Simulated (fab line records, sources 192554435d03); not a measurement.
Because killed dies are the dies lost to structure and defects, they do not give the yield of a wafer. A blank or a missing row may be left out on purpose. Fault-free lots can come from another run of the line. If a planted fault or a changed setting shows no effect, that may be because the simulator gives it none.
Split-lot study | flow n5_finfet | route with 1938 steps; 7 lots, 21 wafers read

== SPLIT DETAILS ==
At N5_BEOL_M15_ETCH_61 (etches BARC in N2/H2, target depth 89 nm, overetch 26.7 nm, time 67.9 s), the setting time_s was moved away from the recipe's 67.9 s on 9 of the 21 wafers read, by -18.9% to +17.5%. For the rest of the wafers, this setting stayed at what the recipe calls for.

The reading is taken at the split's own step.

== THE READING ==
coat_of_BEOL_M15_COAT_22.thk_nm (the simulator's own value, which no gauge read), in nm, at N5_BEOL_M15_ETCH_61 (etches BARC in N2/H2, target depth 89 nm, overetch 26.7 nm, time 67.9 s). There is no usual value for it anywhere in the file. The 12 wafers here that ran the recipe average 719.3 nm, standard deviation 3.5 nm.

wafer  | tool, chamber at the split | time_s as run, s | against the recipe | coat_of_BEOL_M15_COAT_22.thk_nm, nm | against lot-mates on the recipe
L078.1 | rie_diel-06, 2             | 67.9             | recipe             | 713.6                               | -
L078.3 | rie_diel-06, 3             | 55.08            | -18.9%             | 732.6                               | +19.0
L078.5 | rie_diel-06, 3             | 55.08            | -18.9%             | 733.6                               | +20.0
L080.2 | rie_diel-06, 0             | 67.9             | recipe             | 718.8                               | -
L080.3 | rie_diel-06, 1             | 56.04            | -17.5%             | 729.8                               | +13.5
L080.4 | rie_diel-06, 2             | 67.9             | recipe             | 713.8                               | -
L082.3 | rie_diel-02, 0             | 67.9             | recipe             | 720                                 | -
L082.5 | rie_diel-02, 0             | 67.9             | recipe             | 720                                 | -
L082.6 | rie_diel-02, 1             | 67.9             | recipe             | 715.8                               | -
L085.1 | rie_diel-03, 2             | 67.9             | recipe             | 720.4                               | -
L085.5 | rie_diel-03, 3             | 67.9             | recipe             | 727                                 | -
L085.6 | rie_diel-03, 0             | 67.9             | recipe             | 721                                 | -
L089.3 | rie_diel-02, 3             | 60.55            | -10.8%             | 723.6                               | +3.4
L089.6 | rie_diel-02, 3             | 60.55            | -10.8%             | 723.6                               | +3.4
L089.5 | rie_diel-02, 2             | 67.9             | recipe             | 720.2                               | -
L092.2 | rie_diel-03, 3             | 67.9             | recipe             | 722.4                               | -
L092.5 | rie_diel-03, 2             | 78.79            | +16.0%             | 703.6                               | -18.8
L092.6 | rie_diel-03, 3             | 78.79            | +16.0%             | 707.8                               | -14.6
L094.1 | rie_diel-02, 2             | 79.79            | +17.5%             | 706.2                               | -12.2
L094.3 | rie_diel-02, 0             | 79.79            | +17.5%             | 711                                 | -7.4
L094.4 | rie_diel-02, 1             | 67.9             | recipe             | 718.4                               | -

FIT RESULTS
A straight line over all 21 wafers: coat_of_BEOL_M15_COAT_22.thk_nm changes by -0.678 nm for each +1% of time_s; r = -0.92; the points scatter about the line by 3.3 nm.
The same after taking each lot's own level away (the mean of its wafers on the recipe; 21 wafers): -0.809 nm for each +1%; r = -0.93; scatter 3.5 nm.
The reading moves by 15 nm for the largest change in time_s, on that fit.
From 713.60 to 722.80 nm: that is the span of the lots' own levels, equal to 2.6 times the standard deviation above.
Hence the slope depends on the lot-to-lot level, as the two fits are not the same.
Check: +14.3 nm against its lot-mates is what the line predicts for one of the wafers moved furthest among these (-18.9%) when that wafer is left out of the fit. It came out at +19 nm against them.

== FURTHER SPLITS ON THESE WAFERS ==
Other splits were also applied to these wafers ahead of the reading. Each is held against what the fit with the lots' levels taken away leaves over:
other split on the same wafers | wafers away from the commonest value | r with coat_of_BEOL_M15_COAT_22.thk_nm (lot level and that fit taken away)
N5_BEOL_M8_COAT_05 spin_rpm    | 8                                    | +0.00
N5_BEOL_M10_COAT_60 spin_rpm   | 7                                    | -0.26
N5_BEOL_M10_EXPOSE_08 dose_mj  | 6                                    | +0.11
N5_BEOL_M12_ILD_DEP_00 time_s  | 7                                    | +0.07
N5_BEOL_M12_PEB_08 peb_time_s  | 6                                    | +0.23
N5_BEOL_M14_EXPOSE_07 dose_mj  | 6                                    | +0.42

== THE FILE'S OWN FIT ==
coat_of_BEOL_M15_COAT_22.thk_nm changes by -0.805 nm for each +1% of time_s, r = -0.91.
